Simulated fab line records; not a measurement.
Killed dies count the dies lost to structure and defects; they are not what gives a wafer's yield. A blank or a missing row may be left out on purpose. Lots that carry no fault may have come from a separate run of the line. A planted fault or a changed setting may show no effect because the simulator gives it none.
fab line records	flow n5-finfet	part 1 of 2: steps 1 to 4 of 6
[record] lots = 17	wafers = 51	last-day = 18
route steps=1938 shown GATE_CUT@469 MOL_CONTACT_COAG@530
lots that met no fault: from a run of the same line without faults
start-h: hours from the record's first day to the start of the lot's first wafer shown	wait-h: how many hours have passed since the lot's step before this one	" unchanged from the row above	L1.1+2: one row covering several wafers at once	- either no value or no given start	* or withheld: withheld	< > ~ a bound
route shown NAME@n: names a module that has steps shown in the file, with the first one's number in the route	usual: mean and standard deviation over wafers with no fault	same: alike in all rows	chamber/n: place in a boat	sites: readings site by site	_std_site: how widely they spread, as a standard deviation	_edge_site: outer sites' mean less inner sites'	radius-mm: for every site, how far away it sits from the centre of the wafer	mask NAME#n: copy n	behind: the tool/chamber that last shaped the wafer	hold: reason for holding the lot/hours on hold/outcome of the hold	device: which transistor (n, p or np) failed to switch	end of line: the route-end tests of the same wafers	step lacking rows: just its recipe	killed: dies that structure and defects cost at the first sort, which is not the same as the wafer's yield	map: the dies of a wafer, with x for killed, . for not killed, _ for no die there
set.NAME: the setting that was run; set.NAME@STEP: the one run at that earlier step	model.NAME: the simulator's own value behind a step, which no gauge read
the route's steps for a sample of lots (tables are steps, rows are wafers)
services: from which hour (start-h, from the record's first day; less than 0 if before it) a tool's chamber was out of use, for how many hours, and why
[[steps]]
[step N5_GATE_CUT_ETCH_58]
[recipe] chemistry = CH3F/O2	target = SiNx	target-depth-a = 170	time-s = 128.6	ion-energy-ev = 50	pressure-mtorr = 30	source-w = 415	bias-w = 21	Ar_flow_sccm = 150	CH3F_flow_sccm = 30	O2_flow_sccm = 20
[usual] bias-w = 21.00/0.061	drypump-motor-current-A = 5.8/0.56	oes-product-au = 0.79/0.081	rf-vpp-V = 99.1/1	showerhead-plenum-p-Torr = 2.00/0.079	throttle-valve-pct = 16.41/0.19
lot.wafer	tool	chamber	start-h	wait-h	bias-w	drypump-motor-current-A	oes-product-au	rf-hours-counter-h	rf-vpp-V	showerhead-plenum-p-Torr	throttle-valve-pct
L074.1	rie-diel-06	2	84.13	0.0	20.97	5.4	0.75	203	99.6	1.91	16.54
L074.3	"	3	"	"	21.03	5.9	0.87	49	99.4	1.96	16.35
L074.4	"	0	"	"	21.06	5.8	0.71	209	99.2	2.06	16.81
L075.2	rie-diel-05	0	86.92	0.1	20.98	6.8	0.87	66	98.9	2.12	16.12
L075.5	"	0	"	"	20.94	6.8	0.86	-	101.6	2.12	16.12
L075.6	"	1	"	"	21.10	5.4	0.79	-	99.0	1.92	16.18
L076.1	rie-diel-05	0	91.37	0.2	20.97	6.8	0.86	67	99.2	2.12	16.13
L076.2	"	2	"	"	21.02	5.0	0.97	7	98.3	1.97	16.32
L076.4	"	1	"	"	20.95	5.4	0.80	107	97.2	1.92	16.17
L078.3	rie-diel-05	3	104.52	0.0	20.99	5.1	0.68	226	97.4	1.89	16.55
L078.4	"	2	"	"	21.01	5.0	0.95	10	97.6	1.97	16.36
L078.5	"	2	"	"	20.99	5.1	0.95	-	98.9	1.97	16.35
L079.1	rie-diel-06	3	109.27	0.1	20.96	5.9	0.88	54	99.4	1.96	16.35
L079.3	"	1	"	"	20.91	6.3	0.80	129	100.6	2.09	16.61
L079.4	"	2	"	"	21.07	5.5	0.74	212	97.1	1.91	16.57
L081.1	rie-diel-06	0	122.52	0.0	20.98	5.8	0.70	220	99.7	2.06	16.83
L081.3	"	3	"	"	21.00	5.9	0.86	57	98.4	1.96	16.35
L081.4	"	1	"	"	21.04	6.3	0.79	132	100.1	2.09	16.63
L082.2	rie-diel-03	3	129.03	0.1	21.00	5.6	0.72	174	98.4	2.00	16.43
L082.4	"	1	"	"	21.06	6.1	0.75	157	99.9	2.02	16.43
L082.5	"	3	"	"	20.99	5.7	0.72	-	99.0	2.00	16.45
L083.1	rie-diel-03	1	137.80	0.5	21.09	6.1	0.75	160	99.7	2.02	16.44
L083.4	"	2	"	"	20.92	6.1	0.71	215	99.7	2.06	16.60
L083.5	"	2	"	"	20.97	6.1	0.71	-	98.7	2.06	16.59
L084.1	rie-diel-05	3	142.70	0.0	20.98	5.1	0.66	238	98.1	1.88	16.57
L084.5	"	2	"	"	21.00	5.0	0.93	-	95.8	1.97	16.36
L084.6	"	3	"	"	21.03	5.1	0.67	-	97.9	1.88	16.56
L085.2	rie-diel-06	1	151.33	0.1	21.04	6.3	0.78	142	98.4	2.08	16.65
L085.3	"	3	"	"	21.06	5.9	0.85	65	98.8	1.95	16.37
L085.4	"	2	"	"	20.92	5.4	0.71	224	99.5	1.90	16.58
L086.1	rie-diel-05	0	154.89	0.2	21.03	6.8	0.84	86	100.2	2.12	16.17
L086.3	"	1	"	"	21.08	5.4	0.78	126	100.0	1.91	16.22
L086.5	"	2	"	"	20.90	5.0	0.91	-	98.3	1.96	16.39
L087.1	rie-diel-05	0	161.49	0.1	21.02	6.8	0.85	88	99.6	2.12	16.16
L087.5	"	0	"	"	21.09	6.8	0.85	-	99.8	2.12	16.17
L087.6	"	1	"	"	21.01	5.4	0.78	-	98.1	1.91	16.21
L092.2	rie-diel-03	3	190.63	0.0	20.89	5.7	0.72	182	100.0	1.99	16.45
L092.4	"	2	"	"	20.95	6.1	0.70	219	100.9	2.06	16.61
L092.5	"	1	"	"	21.00	6.1	0.74	-	99.1	2.01	16.44
L093.3	rie-diel-05	2	197.98	0.2	20.94	5.1	0.87	49	98.1	1.96	16.41
L093.5	"	1	"	"	21.00	5.4	0.76	-	98.7	1.90	16.25
L093.6	"	2	"	"	20.94	5.1	0.87	-	99.4	1.96	16.42
L096.2	rie-diel-03	2	214.60	0.0	20.95	6.1	0.69	227	99.5	2.06	16.63
L096.4	"	3	"	"	20.95	5.6	0.72	189	98.6	1.99	16.46
L096.5	"	3	"	"	21.03	5.7	0.70	-	97.8	1.99	16.47
L097.3	rie-diel-05	2	218.95	0.0	21.05	5.0	0.87	55	97.9	1.96	16.43
L097.5	"	0	"	"	20.98	6.8	0.83	-	99.5	2.11	16.21
L097.6	"	3	"	"	20.99	5.1	0.96	-	100.1	2.13	16.13
L091.3	rie-diel-05	0	221.06	0.0	21.03	6.8	0.82	112	100.9	2.11	16.21
L091.4	"	1	"	"	20.97	5.4	0.76	149	98.1	1.90	16.26
L091.5	"	1	"	"	21.02	5.4	0.75	-	97.5	1.90	16.25
[step N5_GATE_CUT_CUT_ETCH_53]
[recipe] chemistry = SF6/Cl2	target = W	mask-material = SiO2	target-depth-a = 792	pressure-mtorr = 8	icp-w = 900	bias-w = 80	SF6_flow_sccm = 40	Cl2_flow_sccm = 60	ends = cleared
[usual] bias-w = 79.96/0.25	drypump-motor-current-A = 5.6/0.44	etch-rf-on-time-s = 26.7/0.74	oes-product-au = 0.65/0.07	throttle-valve-pct = 28.7/0.32
lot.wafer	tool	chamber	start-h	wait-h	bias-w	drypump-motor-current-A	etch-rf-on-time-s	oes-product-au	rf-hours-counter-h	throttle-valve-pct
L074.1	rie-metal-01	1	88.02	0.1	80.16	5.7	27.2	0.70	34	28.5
L074.3	"	1	"	"	79.86	5.7	27.1	0.70	-	28.4
L074.4	"	1	"	"	80.04	5.7	27.1	0.70	-	28.5
L075.2	rie-metal-01	1	91.43	0.1	79.95	5.7	27.2	0.69	-	28.4
L075.5	"	1	"	"	79.81	5.7	27.4	0.70	-	28.5
L075.6	"	1	"	"	80.33	5.7	27.2	0.69	-	28.5
L076.1	rie-metal-02	1	96.94	0.1	80.04	6.4	25.6	0.63	91	28.4
L076.2	"	0	"	"	80.21	5.1	26.6	0.64	75	28.4
L076.4	"	0	"	"	80.09	5.1	26.7	0.64	-	28.4
L078.3	rie-metal-03	0	108.33	0.1	79.86	5.7	27.4	0.55	-	29.0
L078.4	"	1	"	"	79.96	5.0	25.6	0.78	-	29.0
L078.5	"	0	"	"	80.15	5.7	27.7	0.55	-	29.0
L079.1	rie-metal-01	1	113.55	0.1	79.69	5.7	27.3	0.69	38	28.4
L079.3	"	1	"	"	79.95	5.7	27.2	0.69	-	28.4
L079.4	"	1	"	"	79.70	5.7	27.3	0.69	-	28.5
L081.1	rie-metal-01	1	126.42	0.1	79.97	5.7	27.1	0.68	41	28.5
L081.3	"	1	"	"	79.81	5.7	26.9	0.69	-	28.5
L081.4	"	1	"	"	80.07	5.7	26.9	0.69	-	28.5
L082.2	rie-metal-03	1	133.06	0.1	79.75	4.9	25.9	0.77	14	29.0
L082.4	"	0	"	"	79.22	5.7	27.6	0.56	-	29.0
L082.5	"	0	"	"	79.72	5.7	27.9	0.55	-	29.0
L083.1	rie-metal-01	1	141.69	0.1	79.81	5.7	27.0	0.68	42	28.5
L083.4	"	1	"	"	79.47	5.8	26.8	0.68	-	28.5
L083.5	"	1	"	"	80.11	5.7	27.0	0.68	-	28.5
L084.1	rie-metal-01	1	147.55	0.1	79.96	5.7	26.8	0.68	44	28.5
L084.5	"	1	"	"	79.98	5.7	26.7	0.68	-	28.5
L084.6	"	1	"	"	79.41	5.7	26.8	0.68	-	28.5
L085.2	rie-metal-01	1	155.93	0.1	79.74	5.7	27.0	0.68	45	28.5
L085.3	"	0	"	"	79.61	5.7	26.7	0.62	-	29.5
L085.4	"	1	"	"	80.07	5.7	27.0	0.68	-	28.5
L086.1	rie-metal-03	0	159.15	0.1	79.76	5.7	27.4	0.55	114	29.0
L086.3	"	1	"	"	79.84	4.9	25.6	0.76	-	29.0
L086.5	"	0	"	"	79.20	5.7	27.3	0.55	-	29.0
L087.1	rie-metal-02	0	165.86	0.1	79.66	5.1	26.7	0.63	82	28.4
L087.5	"	1	"	"	79.81	6.5	25.6	0.62	-	28.4
L087.6	"	0	"	"	79.35	5.1	26.7	0.62	-	28.4
L092.2	rie-metal-02	0	194.52	0.1	79.89	5.1	26.6	0.62	83	28.4
L092.4	"	1	"	"	80.11	6.5	25.8	0.61	-	28.4
L092.5	"	0	"	"	79.57	5.2	26.8	0.62	-	28.4
L093.3	rie-metal-02	0	202.02	0.1	80.34	5.1	26.6	0.62	-	28.4
L093.5	"	0	"	"	79.89	5.1	26.9	0.62	-	28.4
L093.6	"	0	"	"	80.52	5.1	26.9	0.61	-	28.4
L096.2	rie-metal-02	1	218.37	0.1	79.88	6.5	25.4	0.62	101	28.4
L096.4	"	1	"	"	80.03	6.5	25.5	0.62	-	28.4
L096.5	"	1	"	"	79.83	6.5	25.6	0.61	-	28.4
L097.3	rie-metal-03	1	222.78	0.1	80.04	4.9	25.0	0.75	-	29.0
L097.5	"	1	"	"	79.91	4.9	25.2	0.75	-	29.0
L097.6	"	0	"	"	80.47	5.8	27.1	0.55	-	29.0
L091.3	rie-metal-03	0	225.06	0.1	79.88	5.8	27.6	0.54	-	29.0
L091.4	"	1	"	"	79.71	4.9	25.7	0.73	-	29.0
L091.5	"	0	"	"	79.43	5.7	27.8	0.54	-	29.0
[step N5_MOL_CONTACT_COAG_ETCH_59]
[recipe] chemistry = N2/H2	target = underlayer	target-depth-a = 130	mask-material = CAR-EUV	time-s = 10.4	ion-energy-ev = 200	pressure-mtorr = 30	source-w = 840	bias-w = 150	n2-flow-sccm = 200	h2-flow-sccm = 200	ends = cleared
[usual] bias-w = 150.0/0.41	drypump-motor-current-A = 5.9/0.45	etch-rf-on-time-s = 10.41/0.25	n2-flow-sccm = 200.0/0.62	oes-product-au = 0.67/0.067	rf-vpp-V = 524.3/1.9	showerhead-plenum-p-Torr = 2.55/0.057	throttle-valve-pct = 17.87/0.19
lot.wafer	tool	chamber	start-h	wait-h	bias-w	drypump-motor-current-A	etch-rf-on-time-s	n2-flow-sccm	oes-product-au	rf-hours-counter-h	rf-vpp-V	showerhead-plenum-p-Torr	throttle-valve-pct
L074.1	rie-diel-02	1	92.64	0.0	149.8	5.8	10.14	199.5	0.69	125	525.4	2.53	17.76
L074.3	"	3	"	"	149.7	5.2	10.50	199.7	0.62	163	524.5	2.53	17.61
L074.4	"	2	"	"	149.4	6.7	10.34	199.5	0.65	-	526.8	2.65	18.15
L075.2	rie-diel-02	1	97.23	0.0	150.3	5.8	10.28	200.1	0.69	127	524.5	2.53	17.77
L075.5	"	1	"	"	150.4	5.9	10.25	200.5	0.68	-	525.6	2.53	17.78
L075.6	"	3	"	"	150.0	5.2	10.62	199.6	0.62	-	523.9	2.53	17.61
L076.1	rie-diel-04	3	101.50	0.0	150.4	5.6	9.98	199.5	0.61	227	525.1	2.60	17.98
L076.2	"	2	"	"	150.2	6.0	10.46	199.9	0.70	68	524.1	2.57	17.54
L076.4	"	0	"	"	150.7	5.3	10.26	199.6	0.63	177	524.0	2.54	17.81
L078.3	rie-diel-02	1	111.92	0.0	150.6	5.8	10.14	198.4	0.68	135	523.2	2.53	17.78
L078.4	"	3	"	"	149.9	5.2	10.55	199.9	0.61	172	524.1	2.53	17.61
L078.5	"	2	"	"	149.9	6.6	10.39	200.8	0.65	-	526.5	2.65	18.18
L079.1	rie-diel-04	0	117.38	0.0	149.8	5.3	10.37	200.5	0.62	182	525.1	2.53	17.84
L079.3	"	3	"	"	150.6	5.6	10.20	199.7	0.59	232	526.0	2.60	18.00
L079.4	"	1	"	"	150.4	5.5	10.28	199.5	0.72	60	523.9	2.58	17.99
L081.1	rie-diel-02	1	130.12	0.0	149.8	5.8	10.18	200.3	0.67	140	523.5	2.53	17.81
L081.3	"	0	"	"	150.3	6.2	10.73	199.9	0.80	7	526.2	2.60	17.61
L081.4	"	2	"	"	150.1	6.7	10.27	200.5	0.66	157	527.1	2.64	18.18
L082.2	rie-diel-01	2	136.61	0.0	150.3	5.6	10.94	199.8	0.66	91	523.4	2.47	18.03
L082.4	"	0	"	"	150.4	5.9	10.82	200.5	0.63	154	520.4	2.44	17.80
L082.5	"	1	"	"	150.6	6.2	10.35	198.4	0.74	-	524.7	2.59	18.02
L083.1	rie-diel-01	3	145.41	0.0	150.2	6.7	10.66	200.7	0.60	217	527.3	2.60	17.97
L083.4	"	1	"	"	150.0	6.2	10.30	200.2	0.74	60	524.6	2.59	18.03
L083.5	"	3	"	"	150.2	6.7	10.64	200.2	0.61	-	526.6	2.60	17.98
L084.1	rie-diel-01	0	151.28	0.0	149.1	5.9	10.95	200.5	0.62	160	520.9	2.44	17.83
L084.5	"	3	"	"	150.0	6.7	10.72	199.3	0.60	-	525.8	2.60	17.99
L084.6	"	0	"	"	149.5	5.9	10.88	201.2	0.63	-	520.8	2.44	17.85
L085.2	rie-diel-04	2	159.41	0.0	150.1	6.0	10.46	199.6	0.68	89	522.4	2.57	17.58
L085.3	"	3	"	"	149.9	5.6	10.08	200.8	0.60	245	525.8	2.59	18.02
L085.4	"	1	"	"	150.1	5.6	9.95	200.2	0.71	77	524.8	2.58	18.02
L086.1	rie-diel-01	3	162.93	0.0	150.3	6.7	10.64	199.9	0.60	224	526.2	2.60	18.00
L086.3	"	2	"	"	150.5	5.6	10.67	200.6	0.66	101	521.2	2.47	18.05
L086.5	"	3	"	"	150.1	6.7	10.56	200.4	0.60	-	526.9	2.60	17.99
L087.1	rie-diel-04	2	170.02	0.0	149.8	6.0	10.43	200.0	0.69	92	524.1	2.56	17.59
L087.5	"	3	"	"	150.2	5.6	10.06	199.9	0.60	-	525.2	2.59	18.01
L087.6	"	2	"	"	149.9	6.0	10.39	200.5	0.68	-	524.7	2.56	17.60
L092.2	rie-diel-02	2	198.70	0.0	149.2	6.6	10.28	201.1	0.64	177	527.4	2.63	18.24
L092.4	"	3	"	"	150.5	5.2	10.41	198.8	0.60	198	522.7	2.52	17.67
L092.5	"	2	"	"	150.0	6.6	10.33	200.8	0.63	-	527.8	2.64	18.22
L093.3	rie-diel-02	1	205.68	0.0	149.4	5.8	10.10	200.7	0.66	159	524.2	2.52	17.83
L093.5	"	2	"	"	150.2	6.6	10.28	200.4	0.64	-	524.5	2.63	18.23
L093.6	"	3	"	"	150.4	5.2	10.51	200.8	0.60	-	523.5	2.51	17.65
L096.2	rie-diel-04	1	222.77	0.0	148.9	5.6	10.02	200.9	0.69	106	524.4	2.56	18.04
L096.4	"	0	"	"	150.2	5.3	10.29	199.5	0.60	219	522.7	2.52	17.87
L096.5	"	2	"	"	150.1	6.0	10.45	199.1	0.67	-	525.6	2.55	17.63
L097.3	rie-diel-04	1	226.31	0.0	149.9	5.5	10.13	199.8	0.69	107	525.1	2.56	18.07
L097.5	"	0	"	"	150.0	5.3	10.29	199.6	0.60	-	524.2	2.52	17.90
L097.6	"	3	"	"	150.4	5.6	10.20	200.2	0.84	-	525.9	2.59	17.67
L091.3	rie-diel-02	1	228.47	0.0	149.7	5.8	10.16	200.9	0.64	167	522.9	2.52	17.83
L091.4	"	0	"	"	150.4	6.2	10.58	200.4	0.74	38	526.1	2.59	17.67
L091.5	"	0	"	"	149.9	6.1	10.65	200.3	0.73	-	525.4	2.59	17.66
[step N5_MOL_CONTACT_COAG_ETCH_105]
[recipe] chemistry = CF4	target = SiARC	target-depth-a = 156	mask-material = CAR-EUV	time-s = 26	ion-energy-ev = 80	pressure-mtorr = 40	source-w = 545	bias-w = 36	Ar_flow_sccm = 100	cf4-flow-sccm = 100	ends = cleared
[usual] bias-w = 35.98/0.11	drypump-motor-current-A = 5.9/0.45	etch-rf-on-time-s = 26.0/0.56	oes-product-au = 0.67/0.067	rf-vpp-V = 184.3/1	showerhead-plenum-p-Torr = 2.16/0.054	throttle-valve-pct = 15.67/0.21
lot.wafer	tool	chamber	start-h	wait-h	bias-w	drypump-motor-current-A	etch-rf-on-time-s	oes-product-au	rf-hours-counter-h	rf-vpp-V	showerhead-plenum-p-Torr	throttle-valve-pct
L074.1	rie-diel-02	1	92.66	0.0	35.97	5.8	25.4	0.68	125	184.0	2.15	15.69
L074.3	"	3	"	"	36.02	5.2	26.2	0.63	163	184.2	2.16	15.56
L074.4	"	2	"	"	36.17	6.7	25.6	0.66	-	184.6	2.24	15.96
L075.2	rie-diel-02	1	97.25	0.0	35.95	5.8	26.0	0.68	127	184.8	2.15	15.71
L075.5	"	1	"	"	35.96	5.8	25.8	0.68	-	184.2	2.15	15.70
L075.6	"	3	"	"	35.94	5.2	26.5	0.63	-	183.7	2.16	15.54
L076.1	rie-diel-04	3	101.52	0.0	35.98	5.6	24.9	0.61	227	184.7	2.21	16.07
L076.2	"	2	"	"	35.92	5.9	26.4	0.71	68	185.6	2.16	15.26
L076.4	"	0	"	"	36.01	5.3	25.1	0.63	177	183.7	2.13	15.58
L078.3	rie-diel-02	1	111.94	0.0	36.12	5.8	25.6	0.67	135	182.9	2.15	15.71
L078.4	"	3	"	"	35.80	5.2	26.4	0.61	172	185.0	2.15	15.58
L078.5	"	2	"	"	36.02	6.6	25.8	0.65	-	183.6	2.24	15.98
L079.1	rie-diel-04	0	117.40	0.0	36.09	5.3	25.7	0.62	182	183.0	2.13	15.58
L079.3	"	3	"	"	35.84	5.6	25.5	0.60	232	184.3	2.21	16.08
L079.4	"	1	"	"	36.17	5.5	25.6	0.73	60	186.0	2.17	15.63
L081.1	rie-diel-02	1	130.14	0.0	36.00	5.8	25.8	0.67	140	184.0	2.14	15.72
L081.3	"	0	"	"	35.77	6.2	26.6	0.80	7	185.1	2.20	15.50
L081.4	"	2	"	"	36.14	6.6	26.1	0.65	157	186.6	2.24	15.98
L082.2	rie-diel-01	2	136.63	0.0	36.03	5.6	26.7	0.67	91	183.3	2.06	15.57
L082.4	"	0	"	"	35.77	5.9	26.5	0.64	154	182.0	2.05	15.42
L082.5	"	1	"	"	36.05	6.2	25.3	0.75	-	184.4	2.18	15.70
L083.1	rie-diel-01	3	145.43	0.0	35.89	6.7	26.7	0.61	217	186.7	2.21	15.96
L083.4	"	1	"	"	35.98	6.2	25.6	0.74	60	186.1	2.18	15.70
L083.5	"	3	"	"	36.03	6.7	26.6	0.60	-	185.5	2.21	15.94
L084.1	rie-diel-01	0	151.30	0.0	36.05	5.9	26.7	0.62	160	183.3	2.05	15.44
L084.5	"	3	"	"	35.91	6.7	26.9	0.60	-	186.2	2.21	15.94
L084.6	"	0	"	"	36.12	5.9	26.8	0.64	-	182.6	2.05	15.46
L085.2	rie-diel-04	2	159.43	0.0	35.92	6.0	26.4	0.68	89	184.7	2.16	15.29
L085.3	"	3	"	"	36.00	5.6	25.5	0.59	245	185.3	2.21	16.11
L085.4	"	1	"	"	36.04	5.5	25.1	0.72	77	183.8	2.16	15.66
L086.1	rie-diel-01	3	162.95	0.0	36.02	6.7	27.1	0.60	224	185.2	2.20	15.95
L086.3	"	2	"	"	36.05	5.6	26.8	0.66	101	182.0	2.06	15.59
L086.5	"	3	"	"	35.92	6.7	27.0	0.59	-	183.9	2.20	15.98
L087.1	rie-diel-04	2	170.04	0.0	35.91	6.0	26.0	0.69	92	184.4	2.16	15.29
L087.5	"	3	"	"	35.87	5.6	25.2	0.60	-	184.8	2.21	16.12
L087.6	"	2	"	"	35.84	6.0	26.2	0.68	-	182.2	2.16	15.32
L092.2	rie-diel-02	2	198.72	0.0	36.20	6.6	25.9	0.63	177	183.8	2.23	16.02
L092.4	"	3	"	"	35.92	5.2	26.3	0.60	198	183.2	2.15	15.63
L092.5	"	2	"	"	36.10	6.6	25.9	0.64	-	183.3	2.23	16.04
L093.3	rie-diel-02	1	205.70	0.0	35.91	5.8	26.0	0.65	159	183.9	2.14	15.75
L093.5	"	2	"	"	36.10	6.6	26.3	0.63	-	185.2	2.23	16.04
L093.6	"	3	"	"	35.87	5.2	26.4	0.60	-	183.1	2.15	15.63
L096.2	rie-diel-04	1	222.79	0.0	36.14	5.5	25.5	0.69	106	183.0	2.15	15.72
L096.4	"	0	"	"	35.84	5.3	26.0	0.60	219	184.7	2.12	15.64
L096.5	"	2	"	"	35.86	6.0	26.3	0.66	-	182.7	2.15	15.34
L097.3	rie-diel-04	1	226.33	0.0	35.91	5.5	25.5	0.68	107	184.8	2.15	15.74
L097.5	"	0	"	"	36.03	5.3	25.8	0.60	-	184.5	2.12	15.64
L097.6	"	3	"	"	36.19	5.6	25.5	0.85	-	184.1	2.20	15.67
L091.3	rie-diel-02	1	228.49	0.0	36.19	5.8	25.7	0.65	167	184.8	2.13	15.78
L091.4	"	0	"	"	36.04	6.2	26.4	0.74	38	185.6	2.19	15.56
L091.5	"	0	"	"	35.89	6.2	26.3	0.74	-	183.5	2.19	15.55
